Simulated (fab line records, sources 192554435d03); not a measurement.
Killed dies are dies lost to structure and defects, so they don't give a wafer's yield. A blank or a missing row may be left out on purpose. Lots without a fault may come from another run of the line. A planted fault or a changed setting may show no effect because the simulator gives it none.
Which tool did it? | flow n5_finfet | 24 lots, 72 wafers sampled, at 5 steps of a route of 1938

WHAT THE GAUGES READ, wafer by wafer
N5_BEOL_M5_INSPECT_13: inspects for defects (brightfield). Usual: raw_defect_count 438, standard deviation 120.
lot  | measured     | on                | raw_defect_count | flag
L076 | day 8 03:53  | defect_inspect-01 | 364 529 526      |
L074 | day 8 12:05  | defect_inspect-01 | 342 454 430      |
L075 | day 8 12:08  | defect_inspect-02 | 348 440 377      |
L077 | day 9 08:14  | defect_inspect-01 | 354 390 528      |
L078 | day 9 11:28  | defect_inspect-02 | 251 266 287      |
L079 | day 9 14:49  | defect_inspect-02 | 441 383 510      |
L081 | day 9 14:40  | defect_inspect-01 | 435 593 375      |
L080 | day 9 16:54  | defect_inspect-01 | 581 689 798      |
L082 | day 10 11:22 | defect_inspect-01 | 396 449 518      |
L084 | day 10 16:59 | defect_inspect-01 | 472 484 559      |
L083 | day 10 17:13 | defect_inspect-01 | 477 678 514      |
L085 | day 10 19:17 | defect_inspect-01 | 263 558 467      |
L086 | day 11 02:06 | defect_inspect-01 | 629 546 558      |
L087 | day 11 10:11 | defect_inspect-01 | 372 525 296      |
L088 | day 11 16:59 | defect_inspect-01 | 542 726 652      |
L089 | day 11 16:45 | defect_inspect-01 | 407 495 369      |
L090 | day 11 18:00 | defect_inspect-01 | 516 484 614      |
L091 | day 12 01:44 | defect_inspect-02 | 291 309 351      |
L093 | day 12 23:19 | defect_inspect-02 | 367 343 335      |
L092 | day 12 23:25 | defect_inspect-02 | 374 477 771      |
L095 | day 13 07:14 | defect_inspect-02 | 301 365 305      |
L094 | day 13 08:14 | defect_inspect-02 | 316 399 446      |
L096 | day 13 14:11 | defect_inspect-02 | 336 344 225      |
L097 | day 13 14:15 | defect_inspect-02 | 333 307 354      |

WHICH TOOL RAN EACH LOT (tool, then ch and the chambers of the sampled wafers, then the start)
lot  | N5_BEOL_M4_DESCUM_33               | N5_BEOL_M4_SPUTTER_79        | N5_BEOL_M4_ANNEAL_89         | N5_BEOL_M4_ANNEAL_95
L076 | rie_diel-06 ch 2,3, day 7 19:47    | pvd_sputter-03, day 7 22:26  | pvd_sputter-03, day 7 23:10  | pvd_sputter-03, day 7 23:50
L074 | rie_diel-05 ch 1,2, day 7 21:14    | pvd_sputter-02, day 8 06:35  | pvd_sputter-02, day 8 07:20  | pvd_sputter-02, day 8 07:59
L075 | rie_diel-04 ch 0,1, day 8 02:31    | pvd_sputter-03, day 8 06:55  | pvd_sputter-03, day 8 07:40  | pvd_sputter-03, day 8 08:19
L077 | rie_diel-06 ch 0,2,3, day 8 10:57  | pvd_sputter-02, day 9 02:25  | pvd_sputter-02, day 9 03:10  | pvd_sputter-02, day 9 03:49
L078 | rie_diel-06 ch 2,3, day 8 17:04    | pvd_sputter-01, day 9 05:32  | pvd_sputter-01, day 9 06:17  | pvd_sputter-01, day 9 06:56
L079 | rie_diel-05 ch 0,2,3, day 9 05:28  | pvd_sputter-03, day 9 08:46  | pvd_sputter-03, day 9 09:30  | pvd_sputter-03, day 9 10:10
L081 | rie_diel-06 ch 1,2, day 9 05:38    | pvd_sputter-01, day 9 08:42  | pvd_sputter-01, day 9 09:26  | pvd_sputter-01, day 9 10:06
L080 | rie_diel-05 ch 1,2, day 9 06:37    | pvd_sputter-02, day 9 10:29  | pvd_sputter-02, day 9 11:13  | pvd_sputter-02, day 9 11:53
L082 | rie_diel-06 ch 1,2,3, day 10 03:25 | pvd_sputter-03, day 10 05:40 | pvd_sputter-03, day 10 06:25 | pvd_sputter-03, day 10 07:04
L084 | rie_diel-04 ch 0,2,3, day 10 08:50 | pvd_sputter-03, day 10 11:54 | pvd_sputter-03, day 10 12:38 | pvd_sputter-03, day 10 13:18
L083 | rie_diel-04 ch 0,3, day 10 09:11   | pvd_sputter-01, day 10 12:11 | pvd_sputter-01, day 10 12:56 | pvd_sputter-01, day 10 13:35
L085 | rie_diel-06 ch 1,2, day 10 09:58   | pvd_sputter-02, day 10 13:58 | pvd_sputter-02, day 10 14:42 | pvd_sputter-02, day 10 15:22
L086 | rie_diel-04 ch 2,3, day 10 13:26   | pvd_sputter-02, day 10 19:17 | pvd_sputter-02, day 10 20:02 | pvd_sputter-02, day 10 20:41
L087 | rie_diel-04 ch 0,3, day 10 22:11   | pvd_sputter-01, day 11 04:50 | pvd_sputter-01, day 11 05:35 | pvd_sputter-01, day 11 06:14
L088 | rie_diel-05 ch 0,1,2, day 11 03:00 | pvd_sputter-03, day 11 11:24 | pvd_sputter-03, day 11 12:08 | pvd_sputter-03, day 11 12:48
L089 | rie_diel-06 ch 0,2,3, day 11 07:25 | pvd_sputter-02, day 11 10:37 | pvd_sputter-02, day 11 11:22 | pvd_sputter-02, day 11 12:01
L090 | rie_diel-06 ch 0,1,2, day 11 08:18 | pvd_sputter-02, day 11 12:35 | pvd_sputter-02, day 11 13:19 | pvd_sputter-02, day 11 13:59
L091 | rie_diel-06 ch 0,1,3, day 11 12:10 | pvd_sputter-01, day 11 17:59 | pvd_sputter-01, day 11 18:44 | pvd_sputter-01, day 11 19:23
L093 | rie_diel-06 ch 1,2, day 12 11:50   | pvd_sputter-03, day 12 17:49 | pvd_sputter-03, day 12 18:33 | pvd_sputter-03, day 12 19:13
L092 | rie_diel-06 ch 1,2, day 12 13:34   | pvd_sputter-01, day 12 17:52 | pvd_sputter-01, day 12 18:36 | pvd_sputter-01, day 12 19:16
L095 | rie_diel-05 ch 1,2, day 12 20:32   | pvd_sputter-02, day 13 00:33 | pvd_sputter-02, day 13 01:17 | pvd_sputter-02, day 13 01:57
L094 | rie_diel-05 ch 0,1,2, day 13 00:13 | pvd_sputter-01, day 13 02:44 | pvd_sputter-01, day 13 03:29 | pvd_sputter-01, day 13 04:08
L096 | rie_diel-06 ch 0,1,2, day 13 02:00 | pvd_sputter-03, day 13 07:53 | pvd_sputter-03, day 13 08:37 | pvd_sputter-03, day 13 09:17
L097 | rie_diel-06 ch 1,2,3, day 13 02:24 | pvd_sputter-02, day 13 08:16 | pvd_sputter-02, day 13 09:00 | pvd_sputter-02, day 13 09:40
- N5_BEOL_M4_DESCUM_33: chemistry O2, time 7 s.
- N5_BEOL_M4_SPUTTER_79: material Cu, target thk 4.5 nm, time 8.29 s.
- N5_BEOL_M4_ANNEAL_89: time 240 s.
- N5_BEOL_M4_ANNEAL_95: time 240 s.

WHAT THE TOOLS THEMSELVES READ (means of the sampled wafers that have a number; where no wafer has one, the mark that the record gives instead)
N5_BEOL_M4_DESCUM_33. Usual: drypump_motor_current_A 5.6 A, standard deviation 0.6; oes_product_au 0.80 a.u., standard deviation 0.095; rf_vpp_V 243.4 V, standard deviation 1.5; showerhead_plenum_p_Torr 2.11 Torr, standard deviation 0.08; temp_c 40.00 C, standard deviation 0.12; throttle_valve_pct 20.42 %, standard deviation 0.19.
lot  | tool        | drypump_motor_current_A (A) | oes_product_au (a.u.) | rf_vpp_V (V) | showerhead_plenum_p_Torr (Torr) | temp_c (C) | throttle_valve_pct (%) | flag
L076 | rie_diel-06 | 5.6                         | 0.80                  | 244.2        | 2.15                            | 40.10      | 20.37                  |
L074 | rie_diel-05 | 5.3                         | 0.73                  | 242.1        | 2.02                            | 40.05      | 20.51                  |
L075 | rie_diel-04 | 6.4                         | 0.72                  | 243.8        | 2.16                            | 40.01      | 20.57                  |
L077 | rie_diel-06 | 5.7                         | 0.76                  | 243.8        | 2.13                            | 40.05      | 20.49                  |
L078 | rie_diel-06 | 5.6                         | 0.81                  | 244.1        | 2.15                            | 40.10      | 20.37                  |
L079 | rie_diel-05 | 5.5                         | 0.83                  | 243.0        | 2.08                            | 39.99      | 20.39                  |
L081 | rie_diel-06 | 5.0                         | 0.76                  | 244.9        | 2.16                            | 39.97      | 20.32                  |
L080 | rie_diel-05 | 5.3                         | 0.92                  | 244.7        | 2.19                            | 39.92      | 20.30                  |
L082 | rie_diel-06 | 5.2                         | 0.76                  | 243.5        | 2.12                            | 39.98      | 20.38                  |
L084 | rie_diel-04 | 6.2                         | 0.81                  | 243.3        | 2.06                            | 40.05      | 20.40                  |
L083 | rie_diel-04 | 6.5                         | 0.74                  | 243.4        | 2.09                            | 39.95      | 20.42                  |
L085 | rie_diel-06 | 5.0                         | 0.75                  | 244.4        | 2.16                            | 40.09      | 20.35                  |
L086 | rie_diel-04 | 5.9                         | 0.87                  | 242.6        | 2.02                            | 39.95      | 20.38                  |
L087 | rie_diel-04 | 6.4                         | 0.75                  | 241.9        | 2.05                            | 40.03      | 20.56                  |
L088 | rie_diel-05 | 5.1                         | 0.91                  | 243.9        | 2.19                            | 39.95      | 20.36                  |
L089 | rie_diel-06 | 5.8                         | 0.84                  | 243.0        | 2.12                            | 40.01      | 20.38                  |
L090 | rie_diel-06 | 5.4                         | 0.81                  | 243.8        | 2.10                            | 39.85      | 20.38                  |
L091 | rie_diel-06 | 5.6                         | 0.81                  | 243.0        | 2.06                            | 39.99      | 20.42                  |
L093 | rie_diel-06 | 4.9                         | 0.71                  | 243.6        | 2.09                            | 40.09      | 20.40                  |
L092 | rie_diel-06 | 4.9                         | 0.70                  | 243.2        | 2.09                            | 39.94      | 20.41                  |
L095 | rie_diel-05 | 5.3                         | 0.86                  | 244.7        | 2.17                            | 40.21      | 20.35                  |
L094 | rie_diel-05 | 5.1                         | 0.87                  | 244.5        | 2.18                            | 40.04      | 20.39                  |
L096 | rie_diel-06 | 5.4                         | 0.78                  | 242.9        | 2.09                            | 39.93      | 20.39                  |
L097 | rie_diel-06 | 5.3                         | 0.73                  | 243.5        | 2.11                            | 40.10      | 20.42                  |

N5_BEOL_M4_SPUTTER_79. Usual: throttle_valve_pct 30.6 %, standard deviation 1.3.
lot  | tool           | throttle_valve_pct (%) | flag
L076 | pvd_sputter-03 | 29.9                   |
L074 | pvd_sputter-02 | 31.9                   |
L075 | pvd_sputter-03 | 30.0                   |
L077 | pvd_sputter-02 | 31.1                   |
L078 | pvd_sputter-01 | 30.7                   |
L079 | pvd_sputter-03 | 30.9                   |
L081 | pvd_sputter-01 | 29.7                   |
L080 | pvd_sputter-02 | 31.4                   |
L082 | pvd_sputter-03 | 30.9                   |
L084 | pvd_sputter-03 | 29.9                   |
L083 | pvd_sputter-01 | 29.8                   |
L085 | pvd_sputter-02 | 31.0                   |
L086 | pvd_sputter-02 | 31.2                   |
L087 | pvd_sputter-01 | 30.5                   |
L088 | pvd_sputter-03 | 29.0                   |
L089 | pvd_sputter-02 | 31.0                   |
L090 | pvd_sputter-02 | 31.5                   |
L091 | pvd_sputter-01 | 29.8                   |
L093 | pvd_sputter-03 | 30.0                   |
L092 | pvd_sputter-01 | 29.7                   |
L095 | pvd_sputter-02 | 31.9                   |
L094 | pvd_sputter-01 | 28.9                   |
L096 | pvd_sputter-03 | 30.0                   |
L097 | pvd_sputter-02 | 32.0                   |

N5_BEOL_M4_ANNEAL_89. Usual: heater_power_w 859 W, standard deviation 130.
lot  | tool           | heater_power_w (W) | flag
L076 | pvd_sputter-03 | 738                |
L074 | pvd_sputter-02 | 822                |
L075 | pvd_sputter-03 | 878                |
L077 | pvd_sputter-02 | 984                |
L078 | pvd_sputter-01 | 806                |
L079 | pvd_sputter-03 | 808                |
L081 | pvd_sputter-01 | 803                |
L080 | pvd_sputter-02 | 724                |
L082 | pvd_sputter-03 | 873                |
L084 | pvd_sputter-03 | 865                |
L083 | pvd_sputter-01 | 822                |
L085 | pvd_sputter-02 | 1026               |
L086 | pvd_sputter-02 | 881                |
L087 | pvd_sputter-01 | 897                |
L088 | pvd_sputter-03 | 852                |
L089 | pvd_sputter-02 | 984                |
L090 | pvd_sputter-02 | 726                |
L091 | pvd_sputter-01 | 818                |
L093 | pvd_sputter-03 | 866                |
L092 | pvd_sputter-01 | 854                |
L095 | pvd_sputter-02 | 787                |
L094 | pvd_sputter-01 | 798                |
L096 | pvd_sputter-03 | 862                |
L097 | pvd_sputter-02 | 774                |

N5_BEOL_M4_ANNEAL_95. Usual: heater_power_w 856 W, standard deviation 130.
lot  | tool           | heater_power_w (W) | flag
L076 | pvd_sputter-03 | 723                |
L074 | pvd_sputter-02 | 806                |
L075 | pvd_sputter-03 | 856                |
L077 | pvd_sputter-02 | 985                |
L078 | pvd_sputter-01 | 813                |
L079 | pvd_sputter-03 | 802                |
L081 | pvd_sputter-01 | 805                |
L080 | pvd_sputter-02 | 715                |
L082 | pvd_sputter-03 | 869                |
L084 | pvd_sputter-03 | 852                |
L083 | pvd_sputter-01 | 823                |
L085 | pvd_sputter-02 | 1026               |
L086 | pvd_sputter-02 | 879                |
L087 | pvd_sputter-01 | 884                |
L088 | pvd_sputter-03 | 849                |
L089 | pvd_sputter-02 | 991                |
L090 | pvd_sputter-02 | 708                |
L091 | pvd_sputter-01 | 814                |
L093 | pvd_sputter-03 | 872                |
L092 | pvd_sputter-01 | 850                |
L095 | pvd_sputter-02 | 782                |
L094 | pvd_sputter-01 | 807                |
L096 | pvd_sputter-03 | 844                |
L097 | pvd_sputter-02 | 791                |

THE ANSWER, worked out from the rows above alone
Rule: a lot is off if the mean of its wafers that have a number lies more than 3 standard deviations from the usual mean. A lot without any number at a reading at which 4 lots or more have one is off too. The other lots that the step has rows for count as sound. The gauges are gone through in route order, then the tools' own readings, and for those a lot's mean is taken as printed above. The first step at which some lot is off is used, and at that step the reading that is off furthest; a lot without a number counts as furthest.
No lot is off at any reading shown: from this, nothing can be told.

WHAT THE SIMULATOR HAD PUT IN
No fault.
